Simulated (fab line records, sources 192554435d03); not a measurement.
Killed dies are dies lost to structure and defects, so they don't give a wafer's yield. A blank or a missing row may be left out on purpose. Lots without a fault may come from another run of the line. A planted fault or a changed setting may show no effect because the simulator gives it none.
Split-lot experiment | flow n5_finfet | 7 lots, 21 wafers read, on a route of 1938 steps

THE SPLIT
At N5_SD_EPI_N_EXPOSE_06 (exposes mask SD N BLK, target cd 120 nm), the setting dose_mj was moved away from the recipe's 39.75 on 7 of the 21 wafers read, by -3.7% to +7.0%. The other wafers ran this setting at the recipe's value.

FROM THE SPLIT TO THE READING: what the file shows between them, 2 steps
- N5_SD_EPI_N_PEB_07: peb time 60 s
- N5_SD_EPI_N_DEVELOP_08: develop time 30 s

THE READING
cd_nm, in nm, at N5_SD_EPI_N_CD_MEAS_09 (target cd 120 nm). Fault-free wafers of this fab line usually give 120.3 nm, standard deviation 0.92 nm.

wafer  | tool, chamber at the split | dose_mj as run | against the recipe | cd_nm, nm | against lot-mates on the recipe
L076.1 | arfi_scanner-02, 0         | 39.75          | recipe             | 119.1     | -
L076.4 | arfi_scanner-02, 0         | 39.75          | recipe             | 120.6     | -
L076.6 | arfi_scanner-02, 0         | 39.75          | recipe             | 119.2     | -
L077.2 | arfi_scanner-01, 0         | 38.63          | -2.8%              | 116.5     | -2.5
L077.3 | arfi_scanner-01, 0         | 39.75          | recipe             | 119.5     | -
L077.6 | arfi_scanner-01, 0         | 39.75          | recipe             | 118.6     | -
L082.1 | arfi_scanner-01, 0         | 39.75          | recipe             | 121.5     | -
L082.4 | arfi_scanner-01, 0         | 39.75          | recipe             | 120.7     | -
L082.5 | arfi_scanner-01, 0         | 39.75          | recipe             | 121.5     | -
L086.2 | arfi_scanner-03, 0         | 38.29          | -3.7%              | 117.3     | no lot-mate on the recipe
L086.3 | arfi_scanner-03, 0         | 38.29          | -3.7%              | 118.4     | no lot-mate on the recipe
L086.6 | arfi_scanner-03, 0         | 38.29          | -3.7%              | 116.3     | no lot-mate on the recipe
L093.1 | arfi_scanner-02, 0         | 39.75          | recipe             | 119.6     | -
L093.2 | arfi_scanner-02, 0         | 39.75          | recipe             | 119.0     | -
L093.6 | arfi_scanner-02, 0         | 41.05          | +3.3%              | 123.1     | +3.8
L094.1 | arfi_scanner-01, 0         | 39.75          | recipe             | 119.9     | -
L094.3 | arfi_scanner-01, 0         | 39.75          | recipe             | 120.5     | -
L094.6 | arfi_scanner-01, 0         | 42.52          | +7.0%              | 124.8     | +4.6
L097.2 | arfi_scanner-03, 0         | 39.75          | recipe             | 121.6     | -
L097.3 | arfi_scanner-03, 0         | 39.75          | recipe             | 121.8     | -
L097.5 | arfi_scanner-03, 0         | 38.59          | -2.9%              | 119.2     | -2.5

THE FIT
A straight line over all 21 wafers: cd_nm changes by +0.742 nm for each +1% of dose_mj; r = +0.86; the points scatter about the line by 1.1 nm.
The same after taking each lot's own level away (the mean of its wafers on the recipe; 18 wafers): +0.779 nm for each +1%; r = +0.95; scatter 0.56 nm.
On that fit, the largest move of dose_mj shifts the reading by 5.4 nm.
The lots' own levels span 119.05 to 121.70 nm, that is 2.9 times the standard deviation above.
So the lot-to-lot level changes the slope little: the two slopes agree.
Check: with one of the wafers moved furthest among these (+7.0%) left out of the fit, the line predicts +7.02 nm for it against its lot-mates. It came out at +4.6 nm against them.

OTHER SPLITS ON THESE WAFERS
These wafers also went through other splits before the reading. Each is held against what the fit with the lots' levels taken away leaves over:
other split on the same wafers  | wafers away from the commonest value | r with cd_nm (lot level and that fit taken away)
N5_ZERO_LAYER_EXPOSE_08 dose_mj | 8                                    | -0.18
N5_ZERO_LAYER_DESCUM_16 time_s  | 6                                    | +0.08
N5_WELL_APT_EXPOSE_22 dose_mj   | 3                                    | -0.21
N5_WELL_APT_PEB_23 peb_time_s   | 6                                    | -0.18
N5_FIN_SAQP_ETCH_65 time_s      | 8                                    | +0.07
N5_FIN_SAQP_ETCH_64 bias_w      | 8                                    | +0.00

THE WHOLE CHAIN: every reading that the file lists as answering this split, in the file's order
step                   | what it does                                           | reading                                                         | change (the file's fit)               | r (the file's)
N5_SD_EPI_N_CD_MEAS_09 | target cd 120 nm                                       | cd_nm                                                           | +0.773 nm for each +1% of the setting | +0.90
N5_SD_EPI_N_DESCUM_14  | chemistry O2, time 7.9 s                               | SD_EPI_N.cd_nm (the simulator's own value, which no gauge read) | +0.776 nm for each +1% of the setting | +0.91
N5_SD_EPI_N_ETCH_34    | etches SiARC in CF4, target depth 45.5 nm, time 75.8 s | SD_EPI_N.cd_nm (the simulator's own value, which no gauge read) | +0.751 nm for each +1% of the setting | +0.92

THE FILE'S OWN FIT
cd_nm changes by +0.773 nm for each +1% of dose_mj, r = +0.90.
